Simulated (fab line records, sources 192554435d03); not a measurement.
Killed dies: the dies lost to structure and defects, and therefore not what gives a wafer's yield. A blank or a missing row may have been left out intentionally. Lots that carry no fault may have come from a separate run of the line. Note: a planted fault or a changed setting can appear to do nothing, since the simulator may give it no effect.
Commonality check across tools | flow n5 finfet | 30 wafers sampled across 10 lots

== WHAT PROMPTED THE OPENING ==
At N5_BEOL_M4_RC_MEAS_101 the reading VT_N_LVT is flagged on 2 of 10 lots. Wafers without a fault read 99.0 mV, standard deviation 2.1.
Rule: flag the lot when none of its wafers has a number, or when each of its wafers that has one lies beyond 4 standard deviations from that mean. All remaining lots are regarded as sound.

lot  | measured     | on        | VT_N_LVT (mV), wafer by wafer | flag
L644 | day 7 14:26  | prober-02 | 99.9 99.9 96.8                |
L647 | day 8 20:08  | prober-01 | 101.1 100.3 102.6             |
L648 | day 9 07:53  | prober-02 | 100.5 96.9 99.0               |
L653 | day 10 08:52 | prober-01 | 96.2 99.3 97.6                |
L652 | day 10 17:23 | prober-02 | 97.0 97.0 97.9                |
L655 | day 11 13:34 | prober-01 | 84.2 81.7 86.3                | FLAGGED
L656 | day 11 21:41 | prober-01 | 88.6 88.4 86.0                | FLAGGED
L663 | day 12 20:55 | prober-02 | 96.8 99.9 99.2                |
L667 | day 14 10:47 | prober-02 | 102.0 98.0 97.4               |
L666 | day 14 17:31 | prober-02 | 97.2 95.9 96.5                |
The numbers of the flagged lots are 85.9 mV on average: -13.1 mV against the usual, or -6 standard deviations.

== WHICH TOOL EACH LOT WENT THROUGH ==
3 process steps preceding the reading are held in the record, out of 1938 steps in the route. Every cell lists first the tool, next ch and the chambers used by the sampled wafers, and last the start.
lot  | flag    | N5_HKMG_FIN_RTA_80              | N5_BEOL_M4_ANNEAL_82         | N5_BEOL_M4_SPUTTER_88
L644 |         | rtp anneal-01 ch 0, day 4 04:08 | pvd sputter-01, day 7 10:02  | pvd sputter-01, day 7 10:45
L647 |         | rtp anneal-02 ch 0, day 4 21:04 | pvd sputter-02, day 8 17:20  | pvd sputter-02, day 8 17:42
L648 |         | rtp anneal-02 ch 0, day 5 16:44 | pvd sputter-02, day 9 05:29  | pvd sputter-02, day 9 05:51
L653 |         | rtp anneal-02 ch 0, day 6 07:50 | pvd sputter-01, day 10 04:41 | pvd sputter-01, day 10 05:25
L652 |         | rtp anneal-02 ch 0, day 6 00:06 | pvd sputter-03, day 10 14:44 | pvd sputter-03, day 10 15:05
L655 | FLAGGED | rtp anneal-02 ch 0, day 6 16:46 | pvd sputter-03, day 11 11:11 | pvd sputter-03, day 11 11:33
L656 | FLAGGED | rtp anneal-02 ch 0, day 7 08:59 | pvd sputter-01, day 11 18:53 | pvd sputter-01, day 11 19:14
L663 |         | rtp anneal-01 ch 0, day 8 21:08 | pvd sputter-01, day 12 18:33 | pvd sputter-01, day 12 18:55
L667 |         | rtp anneal-01 ch 0, day 9 23:17 | pvd sputter-01, day 14 08:04 | pvd sputter-01, day 14 08:25
L666 |         | rtp anneal-01 ch 0, day 9 20:13 | pvd sputter-03, day 14 14:45 | pvd sputter-03, day 14 15:05
What these steps do:
- N5_HKMG_FIN_RTA_80: time 2 s.
- N5_BEOL_M4_ANNEAL_82: time 240 s.
- N5_BEOL_M4_SPUTTER_88: material Cu, target thk 4.5 nm, time 8.29 s.
- N5_BEOL_M4_RC_MEAS_101

== FLAGGED OVER TOTAL, TOOL BY TOOL (the gauges that took the reading come last) ==
step                   | tool           | lots run | flagged | share of the flagged lots | sound lots run after its first flagged lot
N5_HKMG_FIN_RTA_80     | rtp anneal-01  | 4        | 0       | none                      | -
N5_HKMG_FIN_RTA_80     | rtp anneal-02  | 6        | 2       | all                       | 0
N5_BEOL_M4_ANNEAL_82   | pvd sputter-01 | 5        | 1       | some                      | 2 (L663,L667)
N5_BEOL_M4_ANNEAL_82   | pvd sputter-02 | 2        | 0       | none                      | -
N5_BEOL_M4_ANNEAL_82   | pvd sputter-03 | 3        | 1       | some                      | 1 (L666)
N5_BEOL_M4_SPUTTER_88  | pvd sputter-01 | 5        | 1       | some                      | 2 (L663,L667)
N5_BEOL_M4_SPUTTER_88  | pvd sputter-02 | 2        | 0       | none                      | -
N5_BEOL_M4_SPUTTER_88  | pvd sputter-03 | 3        | 1       | some                      | 1 (L666)
N5_BEOL_M4_RC_MEAS_101 | prober-01      | 4        | 2       | all                       | 0
N5_BEOL_M4_RC_MEAS_101 | prober-02      | 6        | 0       | none                      | -

== WHAT THE TABLE ALLOWS ==
Rows of the table that ran all the flagged lots, 2 in number: rtp anneal-02 at N5_HKMG_FIN_RTA_80; prober-01 at N5_BEOL_M4_RC_MEAS_101.
- rtp anneal-02 at N5_HKMG_FIN_RTA_80: 2 of its 6 lots flagged. Last sound lot L653 at day 6 07:50, first flagged lot L655 at day 6 16:46; a fault beginning in between fits.
- prober-01 at N5_BEOL_M4_RC_MEAS_101: 2 of its 4 lots flagged. Last sound lot L653 at day 10 08:52, first flagged lot L655 at day 11 13:34; a fault beginning in between fits.
Counting lots can't tell these 2 tools apart, because each fits a fault that began at some hour. More lots, or a look at what each step does to the wafer, might.

== WHAT HAD BEEN PUT IN BY THE SIMULATOR ==
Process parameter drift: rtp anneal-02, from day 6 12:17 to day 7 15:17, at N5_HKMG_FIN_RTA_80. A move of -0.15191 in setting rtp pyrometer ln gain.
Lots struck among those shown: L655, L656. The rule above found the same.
